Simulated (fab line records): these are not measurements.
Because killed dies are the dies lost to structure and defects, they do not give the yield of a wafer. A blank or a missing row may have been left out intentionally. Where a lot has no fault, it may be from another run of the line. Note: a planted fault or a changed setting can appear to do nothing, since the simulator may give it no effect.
Chamber matching || flow n5Finfet || rieDiel-06 running N5_FIN_SAQP_SPACER2_ETCHBACK_29: 4 sister chambers
The step etches SiO2 in CHF3/O2, target depth 12.2 nm, time 6.1 s. 4 wafers are shown with their chamber, then 7 later ones without.

WAFERS WITH THEIR CHAMBER
{"wafer": "L074.5", "chamber": 2, "drypumpMotorCurrentA (A)": 5.7}
{"wafer": "L080.4", "chamber": 3, "drypumpMotorCurrentA (A)": 5.4}
{"wafer": "L081.2", "chamber": 1, "drypumpMotorCurrentA (A)": 6.5}
{"wafer": "L081.3", "chamber": 0, "drypumpMotorCurrentA (A)": 6.1}

WAFERS WITH NO CHAMBER GIVEN
{"wafer": "L081.4", "drypumpMotorCurrentA (A)": 5.4}
{"wafer": "L083.1", "drypumpMotorCurrentA (A)": 5.3}
{"wafer": "L083.4", "drypumpMotorCurrentA (A)": 5.4}
{"wafer": "L083.5", "drypumpMotorCurrentA (A)": 6.5}
{"wafer": "L097.2", "drypumpMotorCurrentA (A)": 6.5}
{"wafer": "L097.4", "drypumpMotorCurrentA (A)": 5.4}
{"wafer": "L097.5", "drypumpMotorCurrentA (A)": 6.2}

EACH ONE'S CHAMBER
{"wafer": "L081.4", "from the rows above": 3, "in truth": 3}
{"wafer": "L083.1", "from the rows above": 3, "in truth": 3}
{"wafer": "L083.4", "from the rows above": 3, "in truth": 3}
{"wafer": "L083.5", "from the rows above": 1, "in truth": 1}
{"wafer": "L097.2", "from the rows above": 1, "in truth": 1}
{"wafer": "L097.4", "from the rows above": 3, "in truth": 3}
{"wafer": "L097.5", "from the rows above": 0, "in truth": 0}
Placed correctly: 7 of 7. Not placeable from these rows: 0. 0 placed wrongly.
How it was worked out, from the rows above alone: a wafer's distance from a chamber is the root of the sum, over the readings, of the square of ((its reading less the chamber's mean) divided by the reading's scatter). The wafer belongs to the nearest chamber; if the next one is less than 2 further off, it can't be placed. The mean given for a chamber averages the wafers shown for that chamber. The scatter: root of mean squared gap, hidden wafer to nearest shown wafer, with one shown wafer a chamber.
